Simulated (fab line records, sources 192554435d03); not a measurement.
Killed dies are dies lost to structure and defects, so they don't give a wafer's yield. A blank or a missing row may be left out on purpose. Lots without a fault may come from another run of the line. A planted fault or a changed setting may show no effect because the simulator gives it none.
Split-lot experiment | flow n5_finfet | 7 lots, 21 wafers read, on a route of 1938 steps

THE SPLIT
At N5_BEOL_M1_TRENCH_ETCH_37 (etches SiOC in C4F6/O2, target depth 55.207 nm, time 29 s), the setting time_s was moved away from the recipe's 29 s on 10 of the 21 wafers read, by -20.9% to +7.5%. The other wafers ran this setting at the recipe's value.

FROM THE SPLIT TO THE READING: what the file shows between them, 2 steps
- N5_BEOL_M1_ETCH_41: etches SiCN in CH3F/O2, target depth 31.9 nm, time 57.8 s
- N5_BEOL_M1_STRIP_97: strips in N2/H2, time 10 s

THE READING
trench_depth_nm, in nm, at N5_BEOL_M1_OCD_MEAS_38. Fault-free wafers of this fab line usually give 55.4 nm, standard deviation 0.96 nm.

wafer  | tool, chamber at the split | time_s as run, s | against the recipe | trench_depth_nm, nm | against lot-mates on the recipe
L076.1 | rie_diel-01, 0             | 22.94            | -20.9%             | 43.8                | no lot-mate on the recipe
L076.3 | rie_diel-01, 3             | 22.94            | -20.9%             | 44.0                | no lot-mate on the recipe
L076.6 | rie_diel-01, 3             | 22.94            | -20.9%             | 45.1                | no lot-mate on the recipe
L077.1 | rie_diel-01, 3             | 30.77            | +6.1%              | 60.1                | +5.1
L077.2 | rie_diel-01, 1             | 29               | recipe             | 54.8                | -
L077.6 | rie_diel-01, 2             | 29               | recipe             | 55.1                | -
L081.1 | rie_diel-02, 2             | 29               | recipe             | 54.6                | -
L081.2 | rie_diel-02, 1             | 29               | recipe             | 53.6                | -
L081.3 | rie_diel-02, 3             | 29               | recipe             | 55.8                | -
L084.2 | rie_diel-03, 1             | 29               | recipe             | 56.7                | -
L084.4 | rie_diel-03, 3             | 23.62            | -18.6%             | 43.7                | -12.5
L084.6 | rie_diel-03, 2             | 29               | recipe             | 55.7                | -
L085.1 | rie_diel-02, 2             | 31.17            | +7.5%              | 60.0                | no lot-mate on the recipe
L085.2 | rie_diel-02, 1             | 31.17            | +7.5%              | 58.5                | no lot-mate on the recipe
L085.5 | rie_diel-02, 3             | 31.17            | +7.5%              | 59.9                | no lot-mate on the recipe
L088.1 | rie_diel-01, 3             | 29               | recipe             | 56.0                | -
L088.5 | rie_diel-01, 3             | 29               | recipe             | 55.9                | -
L088.6 | rie_diel-01, 0             | 29               | recipe             | 55.4                | -
L094.1 | rie_diel-02, 3             | 26.21            | -9.6%              | 51.3                | -3.8
L094.3 | rie_diel-02, 2             | 26.21            | -9.6%              | 49.9                | -5.2
L094.6 | rie_diel-02, 0             | 29               | recipe             | 55.1                | -

THE FIT
A straight line over all 21 wafers: trench_depth_nm changes by +0.553 nm for each +1% of time_s; r = +0.99; the points scatter about the line by 0.9 nm.
The same after taking each lot's own level away (the mean of its wafers on the recipe; 15 wafers): +0.631 nm for each +1%; r = +0.97; scatter 0.9 nm.
On that fit, the largest move of time_s shifts the reading by 13 nm.
The lots' own levels span 54.67 to 56.20 nm, that is 1.6 times the standard deviation above.
So the lot-to-lot level changes the slope: the two fits differ.
Check: with one of the wafers moved furthest among these (-18.6%) left out of the fit, the line predicts -9.87 nm for it against its lot-mates. It came out at -12.5 nm against them.

OTHER SPLITS ON THESE WAFERS
These wafers also went through other splits before the reading. Each is held against what the fit with the lots' levels taken away leaves over:
other split on the same wafers         | wafers away from the commonest value | r with trench_depth_nm (lot level and that fit taken away)
N5_MOL_CONTACT_COAG_COAT_77 spin_rpm   | 10                                   | -0.24
N5_MOL_CONTACT_COAG_ALD_133 ald_cycles | 5                                    | +0.42
N5_BEOL_M0_CUTY_DESCUM_61 time_s       | 7                                    | +0.00
N5_BEOL_M1_HM_DEP_02 target_thk_a      | 9                                    | +0.12
N5_BEOL_M1_COAT_61 spin_rpm            | 6                                    | -0.25

THE WHOLE CHAIN: every reading that the file lists as answering this split, in the file's order
step                      | what it does                                              | reading                                                                   | change (the file's fit)               | r (the file's)
N5_BEOL_M1_TRENCH_ETCH_37 | etches SiOC in C4F6/O2, target depth 55.207 nm, time 29 s | BEOL_M1.feature_depth_nm (the simulator's own value, which no gauge read) | +0.644 nm for each +1% of the setting | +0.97
N5_BEOL_M1_TRENCH_ETCH_37 | etches SiOC in C4F6/O2, target depth 55.207 nm, time 29 s | etch.depth_nm (the simulator's own value, which no gauge read)            | +0.642 nm for each +1% of the setting | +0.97
N5_BEOL_M1_OCD_MEAS_38    |                                                           | trench_depth_nm                                                           | +0.648 nm for each +1% of the setting | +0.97

THE FILE'S OWN FIT
trench_depth_nm changes by +0.648 nm for each +1% of time_s, r = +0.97.
